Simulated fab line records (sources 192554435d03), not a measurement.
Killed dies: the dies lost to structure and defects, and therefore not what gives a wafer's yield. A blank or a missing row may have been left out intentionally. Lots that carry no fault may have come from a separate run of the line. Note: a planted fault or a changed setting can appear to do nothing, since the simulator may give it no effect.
Matching of chambers    flow n5 finfet    N5_MIM_TOP_ALD_00 on ald hk-02: 4 sister chambers
The step deposits Al2O3, purge time 3 s, co reactant pulse time 3 s. 8 wafers are shown with their chamber, then 12 later ones without.

== WAFERS, EACH WITH ITS CHAMBER ==
wafer   chamber  precursor pulse height rel
L081.4  0        0.959
L081.6  1        1.008
L084.1  2        0.996
L084.3  0        0.972
L084.5  3        1.050
L082.2  3        0.978
L082.3  1        0.976
L082.6  2        1.009

== WAFERS WITH NO CHAMBER GIVEN ==
wafer   precursor pulse height rel
L080.1  1.019
L080.4  0.997
L080.6  1.012
L088.3  1.012
L088.5  1.008
L088.6  0.993
L089.2  1.006
L089.3  0.986
L089.5  0.988
L095.2  1.022
L095.5  1.030
L095.6  0.984

== WHICH CHAMBER EACH WENT THROUGH ==
wafer   from the rows above                in truth
L080.1  can't be placed: 3 or 2 or 1 or 0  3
L080.4  can't be placed: 1 or 2 or 3 or 0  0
L080.6  can't be placed: 3 or 2 or 1 or 0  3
L088.3  can't be placed: 3 or 2 or 1 or 0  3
L088.5  can't be placed: 2 or 3 or 1 or 0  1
L088.6  can't be placed: 1 or 2 or 3 or 0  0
L089.2  can't be placed: 2 or 3 or 1 or 0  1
L089.3  can't be placed: 1 or 2 or 0 or 3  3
L089.5  can't be placed: 1 or 2 or 0 or 3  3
L095.2  can't be placed: 3 or 2 or 1 or 0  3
L095.5  can't be placed: 3 or 2 or 1 or 0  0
L095.6  can't be placed: 1 or 0 or 2 or 3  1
Correctly placed: 0 of 12. These rows do not allow placing 12 (true chamber among the candidates in 12). Number placed wrongly: 0.
How it was worked out, from the rows above alone: a wafer's distance from a chamber is the root of the sum, over the readings, of the square of ((its reading less the chamber's mean) divided by the reading's scatter). If the next closest chamber is less than 2 further off than the closest, the wafer can't be placed; otherwise it belongs to the closest. Each chamber's mean is taken over the wafers shown for it. The scatter: take each reading less its chamber's mean, square it, sum over the shown wafers, divide by the number of wafers less the number of chambers, and take the root.
